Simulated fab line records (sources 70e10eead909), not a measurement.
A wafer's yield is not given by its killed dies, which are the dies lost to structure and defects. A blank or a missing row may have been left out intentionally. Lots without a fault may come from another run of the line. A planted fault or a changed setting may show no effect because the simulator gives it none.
A lot that was struck, set against a sound lot :: flow nand-harc :: 16 out of 1159 route steps
Sound: wafers L850.1, L850.4, L850.6. Struck: wafers L861.3, L861.4, L861.6. The cause comes at the end.
Order at every step that has rows: each side's tool, ch and its chambers, its first start. Under that, the readings that differ: sound wafers :: struck wafers :: difference of the means :: sigmas: that difference in standard deviations of wafers without a fault.
alike: words and numbers the same on both sides, and readings whose means are apart by under 2 such deviations; not compared: readings that were withheld, readings missing a value for some wafer, numbers with overlapping values and no deviation given by the record, and bounds like >300 which may hide the same value.
A row with sigmas, a row that says differs or no value, or rows on one side alone: a step with any of these is where the two part. Non-overlapping numbers with no deviation appear without sigmas and do not part them. A reading missing from all wafers of one side parts the sides only when that side holds two or more wafers.

NHARC_P_M1_INSPECT_11:
  sound on defect-inspect-01 at day 6 23:30; struck on defect-inspect-01 at day 10 04:11
  alike: raw-defect-count
then, 1 step without rows for these wafers: NHARC_P_M1_DESCUM_14 (chemistry O2, time 3 s).
NHARC_P_M1_ETCH_35: etches the open film in N2/H2, target depth 40 nm, overetch 12 nm, time 43.94 s.
  sound on rie-diel-09 ch 0,1,2, day 6 23:39; struck on rie-diel-10 ch 0,2,3, day 10 04:20
  alike: drypump-motor-current-A, mfc-ar-sccm, oes-product-au, rf-vpp-V, showerhead-plenum-p-Torr, throttle-valve-pct
  not compared: rf-hours-counter-h
then, 1 step without rows for these wafers: NHARC_P_M1_ETCH_15 (etches the open film in C4F8/Ar, target depth 182.5 nm, time 91.2 s).
NHARC_P_M1_CD_MEAS_16:
  sound on cd-sem-03 at day 6 23:52; struck on cd-sem-03 at day 10 04:41
  alike: cd-nm
then, 3 steps without rows for these wafers: NHARC_P_M1_STRIP_18 (strips in N2/H2); NHARC_P_M1_ETCH_28 (etches the open film in CF4/N2, target depth 30 nm, time 72.99 s); NHARC_P_M1_STRIP_19 (strips in post etch residue remover, time 600 s).
NHARC_P_M1_DEGAS_29: time 60 s.
  sound on pvd-sputter-01 at day 7 00:36; struck on pvd-sputter-03 at day 10 05:23
  alike: heater-power-w
NHARC_P_M1_PRE_CLEAN_30: time 30 s.
  sound on pvd-sputter-01; struck on pvd-sputter-03
  alike: heater-power-w
NHARC_P_M1_PVD_20: deposits TaN, target thk 5 nm, time 8.06 s.
  sound on pvd-sputter-01; struck on pvd-sputter-03
  alike: throttle-valve-pct
NHARC_P_M1_PVD_21: deposits Cu, target thk 30 nm, time 20.49 s.
  sound on pvd-sputter-01; struck on pvd-sputter-03
  alike: throttle-valve-pct
NHARC_P_M1_ECD_22: material Cu, target thk 400 nm.
  sound on ecd-cu-02 ch 0,1, day 7 01:06; struck on ecd-cu-02 ch 0,1, day 10 06:34
then, 1 step without rows for these wafers: NHARC_P_M1_ANNEAL_31 (time 90 s).
NHARC_P_M1_CMP_23: polishes, t overpolish 20 s, target thk 157.82 nm.
  sound on cmp-01 ch 0,1,2, day 7 02:04; struck on cmp-01 ch 1,2, day 10 07:28
reading: time-to-endpoint-s (s)
sound: 29.3 31.6 28.6
struck: 56.5 55.7 53.6
difference: +25.4
sigmas: +8
  alike: motor-current-A
NHARC_P_M1_THK_MEAS_24: measures by xrf.
  sound on film-metro-01 at day 7 02:20; struck on film-metro-01 at day 10 07:47
  alike: thk-nm

## WHERE THEY PART
Within this record, at NHARC_P_M1_CMP_23 only. Later steps at which nothing parts them and some readings are alike: NHARC_P_M1_THK_MEAS_24.

WHY: whatever the simulator had introduced
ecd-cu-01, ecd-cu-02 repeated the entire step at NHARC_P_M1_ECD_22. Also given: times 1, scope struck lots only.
